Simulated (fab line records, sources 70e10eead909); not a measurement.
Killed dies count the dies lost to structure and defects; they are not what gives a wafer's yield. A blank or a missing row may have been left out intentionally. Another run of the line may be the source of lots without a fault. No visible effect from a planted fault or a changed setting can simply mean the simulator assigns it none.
Which of the tools did it?	flow nand harc	Sampling: 23 lots, 69 wafers, 6 of 1302 route steps

WHAT THE GAUGES READ, wafer by wafer
No reading from a measuring or inspecting step in the record can be judged against a usual standard deviation.

WHAT TOOL EACH LOT RAN ON (gives the tool, then ch and the chambers of the sampled wafers, and finally the start)
lot	NHARC_A_STAIRCASE_HM_DEP_456	NHARC_A_STAIRCASE_DESCUM_270	NHARC_A_STAIRCASE_ETCH_452	NHARC_A_STAIRCASE_STRIP_476	NHARC_A_STAIRCASE_DESCUM_443	NHARC_A_STAIRCASE_CMP_450
L074	acl dep-02 ch 0, day 15 22:26	rie diel-03 ch 2,3, day 16 01:19	rie diel-01 ch 0,1, day 16 17:11 or earlier	rie diel-03 ch 0,3, day 16 17:11	rie diel-03 ch 2,3, day 18 12:55	cmp-03 ch 0,1,3, day 18 18:13
L075	acl dep-02 ch 0, day 16 17:01	rie diel-01 ch 0,1,3, day 16 19:54	rie diel-03 ch 0,3, day 17 14:24 or earlier	rie diel-01 ch 0,2,3, day 17 14:24	rie diel-03 ch 1,2, day 19 09:46	cmp-03 ch 2,3, day 19 15:03
L076	acl dep-03 ch 0, day 17 06:35	rie diel-07 ch 1,3, day 17 09:08	rie diel-07 ch 1,2, day 18 01:33 or earlier	rie diel-01 ch 1,3, day 18 01:33	rie diel-03 ch 0,2,3, day 19 20:36	cmp-01 ch 0,1,2, day 20 01:52
L077	acl dep-03 ch 0, day 17 23:41	rie diel-03 ch 1,2,3, day 18 02:48	rie diel-01 ch 1,2,3, day 18 19:45 or earlier	rie diel-01 ch 1,3, day 18 19:45	rie diel-03 ch 0,1,2, day 20 12:09	cmp-04 ch 0,3, day 20 18:28
L078	acl dep-03 ch 0, day 18 06:47	rie diel-03 ch 1,2,3, day 18 08:55	rie diel-03 ch 0,1, day 19 01:39 or earlier	rie diel-01 ch 0,3, day 19 01:39	rie diel-01 ch 1,2,3, day 20 12:20	cmp-01 ch 0,1,2, day 20 17:35
L080	acl dep-01 ch 0, day 18 14:50	rie diel-07 ch 1,2,3, day 18 17:02	rie diel-01 ch 0,2, day 19 08:13 or earlier	rie diel-07 ch 0,1,2, day 19 08:13	rie diel-03 ch 0,2,3, day 20 21:32	cmp-03 ch 2,3, day 21 03:50
L079	acl dep-02 ch 0, day 18 20:04	rie diel-07 ch 0,1, day 18 22:31	rie diel-01 ch 0,2, day 19 18:13 or earlier	rie diel-03 ch 0,1,3, day 19 18:13	rie diel-07 ch 0,1,2, day 21 13:16	cmp-01 ch 1,3, day 21 18:31
L082	acl dep-02 ch 0, day 19 20:28	rie diel-07 ch 0,1,3, day 19 23:22	rie diel-07 ch 0,1, day 20 16:07 or earlier	rie diel-01 ch 0,2,3, day 20 16:07	rie diel-03 ch 2,3, day 22 09:07	cmp-04 ch 1,3, day 22 14:24
L083	acl dep-03 ch 0, day 20 15:04	rie diel-03 ch 1,2,3, day 20 17:12	rie diel-01 ch 0,1,3, day 21 12:36 or earlier	rie diel-07 ch 0,3, day 21 12:36	rie diel-07 ch 0,1,3, day 23 00:01	cmp-03 ch 0,1,2, day 23 05:17
L085	acl dep-01 ch 0, day 21 00:26	rie diel-07 ch 0,1,3, day 21 03:07	rie diel-01 ch 0,1, day 21 23:15 or earlier	rie diel-01 ch 1,2,3, day 21 23:15	rie diel-03 ch 0,2,3, day 23 10:40	cmp-01 ch 0,1, day 23 15:55
L084	acl dep-02 ch 0, day 21 02:55	rie diel-07 ch 0,2, day 21 05:29	rie diel-03 ch 1,2,3, day 22 00:59 or earlier	rie diel-03 ch 0,1,3, day 22 00:59	rie diel-01 ch 0,2,3, day 23 10:49	cmp-04 ch 1,2,3, day 23 16:04
L086	acl dep-01 ch 0, day 21 10:05	rie diel-03 ch 1,2, day 21 12:11	rie diel-07 ch 1,3, day 22 07:40 or earlier	rie diel-03 ch 0,1, day 22 07:40	rie diel-03 ch 0,2,3, day 23 21:44	cmp-01 ch 1,2, day 24 02:58
L088	acl dep-01 ch 0, day 21 20:26	rie diel-07 ch 0,3, day 21 23:02	rie diel-07 ch 0,1,2, day 22 16:30 or earlier	rie diel-01 ch 1,2,3, day 22 16:30	rie diel-07 ch 0,1,3, day 24 10:28	cmp-03 ch 0,1,2, day 24 15:46
L087	acl dep-02 ch 0, day 21 21:49	rie diel-01 ch 0,2,3, day 22 00:46	rie diel-03 ch 1,3, day 22 20:20 or earlier	rie diel-03 ch 0,3, day 22 20:20	rie diel-01 ch 0,1, day 24 17:12	cmp-03 ch 0,1,2, day 24 22:30
L089	acl dep-01 ch 0, day 22 01:56	rie diel-01 ch 2,3, day 22 04:27	rie diel-01 ch 0,3, day 22 20:55 or earlier	rie diel-07 ch 0,1, day 22 20:55	rie diel-03 ch 0,2,3, day 24 17:22	cmp-01 ch 1,2,3, day 24 22:39
L090	acl dep-01 ch 0, day 22 16:20	rie diel-01 ch 1,2,3, day 22 19:11	rie diel-03 ch 0,1, day 23 11:41 or earlier	rie diel-07 ch 0,2, day 23 11:41	rie diel-01 ch 0,2, day 25 06:03	cmp-03 ch 1,2, day 25 11:22
L091	acl dep-02 ch 0, day 23 02:31	rie diel-07 ch 1,3, day 23 05:23	rie diel-07 ch 0,2, day 23 21:30 or earlier	rie diel-03 ch 0,3, day 23 21:30	rie diel-07 ch 0,2,3, day 25 05:53	cmp-04 ch 0,1, day 25 11:06
L093	acl dep-02 ch 0, day 24 00:20	rie diel-01 ch 0,1,3, day 24 03:05	rie diel-03 ch 0,1,2, day 25 00:31 or earlier	rie diel-07 ch 0,1,3, day 25 00:31	rie diel-03 ch 0,1,3, day 26 16:47	cmp-04 ch 0,2,3, day 26 22:10
L092	acl dep-03 ch 0, day 24 00:51	rie diel-01 ch 0,1,3, day 24 03:40	rie diel-03 ch 0,1,2, day 25 01:23 or earlier	rie diel-03 ch 0,2,3, day 25 01:23	rie diel-07 ch 0,2, day 26 16:37	cmp-01 ch 0,2, day 26 21:52
L094	acl dep-03 ch 0, day 24 12:16	rie diel-07 ch 1,3, day 24 14:59	rie diel-01 ch 0,1, day 25 08:40 or earlier	rie diel-03 ch 1,2,3, day 25 08:40	rie diel-03 ch 0,1,3, day 27 00:33	cmp-04 ch 0,1,2, day 27 05:49
L095	acl dep-03 ch 0, day 24 22:13	rie diel-07 ch 1,3, day 25 00:55	rie diel-03 ch 1,2,3, day 25 19:02 or earlier	rie diel-01 ch 1,2, day 25 19:02	rie diel-01 ch 0,3, day 27 10:56	cmp-01 ch 0,1,3, day 27 16:16
L096	acl dep-02 ch 0, day 25 20:14	rie diel-01 ch 0,1, day 25 22:38	rie diel-01 ch 1,3, day 26 17:30 or earlier	rie diel-01 ch 1,3, day 26 17:30	rie diel-03 ch 2,3, day 28 07:37	cmp-04 ch 1,3, day 28 12:53
L097	acl dep-02 ch 0, day 26 06:50	rie diel-03 ch 0,1,3, day 26 09:32	rie diel-01 ch 0,1,3, day 27 02:44 or earlier	rie diel-07 ch 2,3, day 27 02:44	rie diel-07 ch 1,2,3, day 28 16:58	cmp-01 ch 1,2,3, day 28 22:24
- NHARC_A_STAIRCASE_HM_DEP_456: deposits aC, target thk 3100 nm.
- NHARC_A_STAIRCASE_DESCUM_270: chemistry O2, time 3 s.
- NHARC_A_STAIRCASE_ETCH_452: etches the open film in CF4/O2, target depth 30 nm, overetch 3 nm, time 16.5 s.
- NHARC_A_STAIRCASE_STRIP_476: strips in O2, time 20 s.
- NHARC_A_STAIRCASE_DESCUM_443: chemistry O2, time 3 s.
- NHARC_A_STAIRCASE_CMP_450: polishes SiO2, target thk 200 nm.

WHAT THE TOOLS THEMSELVES READ (means of the sampled wafers that have a number; where no wafer has one, the mark that the record gives instead)
NHARC_A_STAIRCASE_HM_DEP_456. Usual: throttle valve pct 35.000 %, standard deviation 0.009.
lot	tool	throttle valve pct (%)	flag
L074	acl dep-02	35.004	
L075	acl dep-02	35.006	
L076	acl dep-03	35.004	
L077	acl dep-03	35.001	
L078	acl dep-03	34.990	
L080	acl dep-01	34.997	
L079	acl dep-02	35.000	
L082	acl dep-02	34.996	
L083	acl dep-03	35.003	
L085	acl dep-01	35.005	
L084	acl dep-02	35.001	
L086	acl dep-01	34.997	
L088	acl dep-01	35.004	
L087	acl dep-02	34.998	
L089	acl dep-01	34.998	
L090	acl dep-01	35.004	
L091	acl dep-02	35.005	
L093	acl dep-02	35.001	
L092	acl dep-03	35.002	
L094	acl dep-03	35.010	
L095	acl dep-03	34.998	
L096	acl dep-02	35.000	
L097	acl dep-02	35.000	

NHARC_A_STAIRCASE_DESCUM_270. Usual: drypump motor current A 5.6 A, standard deviation 0.43; oes product au 1.003 a.u., standard deviation 0.013; rf vpp V 57.8 V, standard deviation 0.9; showerhead plenum p Torr 1.91 Torr, standard deviation 0.1; throttle valve pct 11.312 %, standard deviation 0.0094.
lot	tool	drypump motor current A (A)	oes product au (a.u.)	rf vpp V (V)	showerhead plenum p Torr (Torr)	throttle valve pct (%)	flag
L074	rie diel-03	5.9	1.006	57.8	1.86	11.306	
L075	rie diel-01	5.4	0.987	57.8	1.92	11.311	
L076	rie diel-07	5.6	1.004	58.0	1.86	11.312	
L077	rie diel-03	6.1	1.006	56.9	1.88	11.309	
L078	rie diel-03	6.1	1.010	57.5	1.88	11.311	
L080	rie diel-07	5.7	1.020	58.1	1.92	11.318	
L079	rie diel-07	5.8	1.005	58.4	1.95	11.311	
L082	rie diel-07	5.7	1.011	58.4	1.95	11.315	
L083	rie diel-03	6.1	1.004	58.4	1.98	11.302	
L085	rie diel-07	5.7	1.000	57.6	1.95	11.319	
L084	rie diel-07	5.9	1.002	58.2	1.99	11.315	
L086	rie diel-03	6.2	0.983	58.1	2.04	11.313	
L088	rie diel-07	5.9	1.004	58.4	2.03	11.309	
L087	rie diel-01	5.1	1.006	57.4	1.87	11.315	
L089	rie diel-01	5.1	1.001	57.1	1.80	11.312	
L090	rie diel-01	5.4	1.013	57.6	1.82	11.312	
L091	rie diel-07	5.5	1.015	57.8	1.85	11.313	
L093	rie diel-01	5.3	0.992	58.0	1.90	11.316	
L092	rie diel-01	5.4	0.998	58.1	1.90	11.318	
L094	rie diel-07	5.6	1.006	58.1	1.85	11.321	
L095	rie diel-07	5.6	1.009	56.9	1.85	11.316	
L096	rie diel-01	5.4	1.006	58.1	1.96	11.311	
L097	rie diel-03	5.6	1.018	58.1	1.90	11.308	

NHARC_A_STAIRCASE_ETCH_452. Usual: drypump motor current A 5.6 A, standard deviation 0.49; oes product au 1.003 a.u., standard deviation 0.013; rf vpp V 197.8 V, standard deviation 1.5; showerhead plenum p Torr 1.34 Torr, standard deviation 0.064; throttle valve pct 13.397 %, standard deviation 0.0081.
lot	tool	drypump motor current A (A)	oes product au (a.u.)	rf vpp V (V)	showerhead plenum p Torr (Torr)	throttle valve pct (%)	flag
L074	rie diel-01	5.7	0.988	199.1	1.35	13.396	
L075	rie diel-03	5.1	1.012	197.2	1.32	13.398	
L076	rie diel-07	5.8	1.022	198.6	1.34	13.404	
L077	rie diel-01	5.5	0.996	196.8	1.28	13.391	
L078	rie diel-03	5.3	1.008	197.2	1.33	13.403	
L080	rie diel-01	5.2	1.009	199.1	1.36	13.391	
L079	rie diel-01	5.3	1.002	196.8	1.30	13.404	
L082	rie diel-07	5.6	1.001	196.4	1.30	13.395	
L083	rie diel-01	5.4	1.004	197.2	1.33	13.392	
L085	rie diel-01	5.4	0.992	198.9	1.38	13.396	
L084	rie diel-03	6.1	1.015	198.0	1.38	13.402	
L086	rie diel-07	5.6	1.001	197.5	1.29	13.405	
L088	rie diel-07	5.8	1.003	197.9	1.34	13.386	
L087	rie diel-03	6.0	1.023	198.0	1.34	13.390	
L089	rie diel-01	5.0	1.006	197.3	1.31	13.400	
L090	rie diel-03	5.3	1.001	197.0	1.33	13.404	
L091	rie diel-07	5.9	0.992	199.4	1.40	13.406	
L093	rie diel-03	5.8	1.005	198.3	1.37	13.395	
L092	rie diel-03	5.8	0.999	198.5	1.37	13.400	
L094	rie diel-01	5.7	0.998	197.8	1.34	13.402	
L095	rie diel-03	6.1	1.010	198.4	1.37	13.400	
L096	rie diel-01	5.7	0.989	197.0	1.29	13.392	
L097	rie diel-01	5.4	1.006	197.3	1.32	13.397	

NHARC_A_STAIRCASE_STRIP_476. Usual: drypump motor current A 5.6 A, standard deviation 0.48; oes product au 1.003 a.u., standard deviation 0.013; rf vpp V 57.8 V, standard deviation 0.9; showerhead plenum p Torr 3.54 Torr, standard deviation 0.17; throttle valve pct 17.036 %, standard deviation 0.01.
lot	tool	drypump motor current A (A)	oes product au (a.u.)	rf vpp V (V)	showerhead plenum p Torr (Torr)	throttle valve pct (%)	flag
L074	rie diel-03	5.5	1.014	57.1	3.49	17.039	
L075	rie diel-01	5.2	0.996	57.8	3.48	17.032	
L076	rie diel-01	5.3	0.998	57.4	3.41	17.037	
L077	rie diel-01	5.4	1.002	58.1	3.40	17.035	
L078	rie diel-01	5.0	0.989	56.8	3.48	17.036	
L080	rie diel-07	5.7	1.010	58.8	3.56	17.033	
L079	rie diel-03	5.6	1.014	57.4	3.53	17.027	
L082	rie diel-01	5.1	0.999	57.1	3.46	17.036	
L083	rie diel-07	5.9	0.989	57.7	3.73	17.040	
L085	rie diel-01	5.5	1.010	57.2	3.37	17.031	
L084	rie diel-03	5.6	1.020	58.6	3.52	17.032	
L086	rie diel-03	5.8	1.009	58.4	3.57	17.039	
L088	rie diel-01	5.5	1.001	57.4	3.37	17.042	
L087	rie diel-03	5.5	1.027	58.0	3.47	17.031	
L089	rie diel-07	5.6	0.994	56.8	3.43	17.042	
L090	rie diel-07	5.9	0.997	58.7	3.65	17.036	
L091	rie diel-03	5.1	1.002	57.4	3.46	17.025	
L093	rie diel-07	5.7	0.995	58.3	3.56	17.044	
L092	rie diel-03	5.6	1.005	57.3	3.57	17.033	
L094	rie diel-03	6.1	1.009	58.3	3.62	17.026	
L095	rie diel-01	5.9	0.991	57.8	3.57	17.031	
L096	rie diel-01	5.4	1.002	57.5	3.37	17.038	
L097	rie diel-07	5.8	1.016	57.7	3.65	17.039	

NHARC_A_STAIRCASE_DESCUM_443. Usual: drypump motor current A 5.7 A, standard deviation 0.48; oes product au 1.002 a.u., standard deviation 0.014; rf vpp V 57.8 V, standard deviation 0.9; showerhead plenum p Torr 1.93 Torr, standard deviation 0.098; throttle valve pct 11.311 %, standard deviation 0.0087.
lot	tool	drypump motor current A (A)	oes product au (a.u.)	rf vpp V (V)	showerhead plenum p Torr (Torr)	throttle valve pct (%)	flag
L074	rie diel-03	5.9	1.010	57.2	1.85	11.305	
L075	rie diel-03	6.2	1.001	58.0	1.84	11.310	
L076	rie diel-03	5.6	1.010	57.3	1.85	11.305	
L077	rie diel-03	5.8	0.991	58.1	1.98	11.315	
L078	rie diel-01	5.5	1.002	57.7	1.82	11.306	
L080	rie diel-03	5.6	1.001	57.9	1.94	11.310	
L079	rie diel-07	5.8	0.998	58.4	1.93	11.319	
L082	rie diel-03	5.9	1.021	58.3	1.94	11.309	
L083	rie diel-07	5.7	1.000	57.5	1.94	11.308	
L085	rie diel-03	5.6	1.008	59.1	1.94	11.309	
L084	rie diel-01	5.2	0.998	57.8	1.87	11.304	
L086	rie diel-03	5.6	1.000	58.2	1.94	11.314	
L088	rie diel-07	5.7	1.000	57.0	1.94	11.313	
L087	rie diel-01	5.4	1.000	58.6	1.97	11.320	
L089	rie diel-03	5.6	1.010	56.7	1.94	11.317	
L090	rie diel-01	5.2	1.009	57.3	2.04	11.320	
L091	rie diel-07	5.9	0.995	58.1	2.00	11.306	
L093	rie diel-03	5.7	1.014	57.7	1.90	11.303	
L092	rie diel-07	5.9	0.991	58.5	2.00	11.306	
L094	rie diel-03	5.6	1.007	58.1	1.89	11.307	
L095	rie diel-01	5.0	1.003	57.8	1.87	11.314	
L096	rie diel-03	6.1	1.002	57.9	1.99	11.320	
L097	rie diel-07	5.7	0.984	58.5	2.01	11.312	

NHARC_A_STAIRCASE_CMP_450. Usual: motor current A 11.9 A, standard deviation 1.3; slurry filter dp kPa 13.50 kPa, standard deviation 0.12.
lot	tool	motor current A (A)	slurry filter dp kPa (kPa)	flag
L074	cmp-03	11.4	13.37	
L075	cmp-03	11.0	13.43	
L076	cmp-01	11.1	13.55	
L077	cmp-04	14.0	13.49	
L078	cmp-01	11.6	13.53	
L080	cmp-03	10.4	13.47	
L079	cmp-01	11.9	13.49	
L082	cmp-04	12.3	13.49	
L083	cmp-03	10.8	13.56	
L085	cmp-01	11.3	13.44	
L084	cmp-04	12.0	13.43	
L086	cmp-01	11.7	13.53	
L088	cmp-03	10.7	13.43	
L087	cmp-03	10.9	13.51	
L089	cmp-01	11.8	13.50	
L090	cmp-03	10.1	13.42	
L091	cmp-04	14.1	13.57	
L093	cmp-04	12.7	13.48	
L092	cmp-01	11.3	13.45	
L094	cmp-04	13.6	13.44	
L095	cmp-01	12.3	13.48	
L096	cmp-04	12.2	13.54	
L097	cmp-01	12.2	13.46	

THE ANSWER, worked out from the rows above alone
Rule: a lot is off if the mean of its wafers that have a number lies more than 3 standard deviations from the usual mean. A lot without any number at a reading at which 4 lots or more have one is off too. Any other lot the step has rows for is counted as sound. Order of review: gauges by route order, followed by the tools' own readings, for which a lot's mean as printed above is used. At the first step where some lot is off, the reading lying furthest off is the one used; lots without a number count as furthest.
No lot is off at any reading shown: from this, nothing can be told.

WHAT THE SIMULATOR HAD INSERTED
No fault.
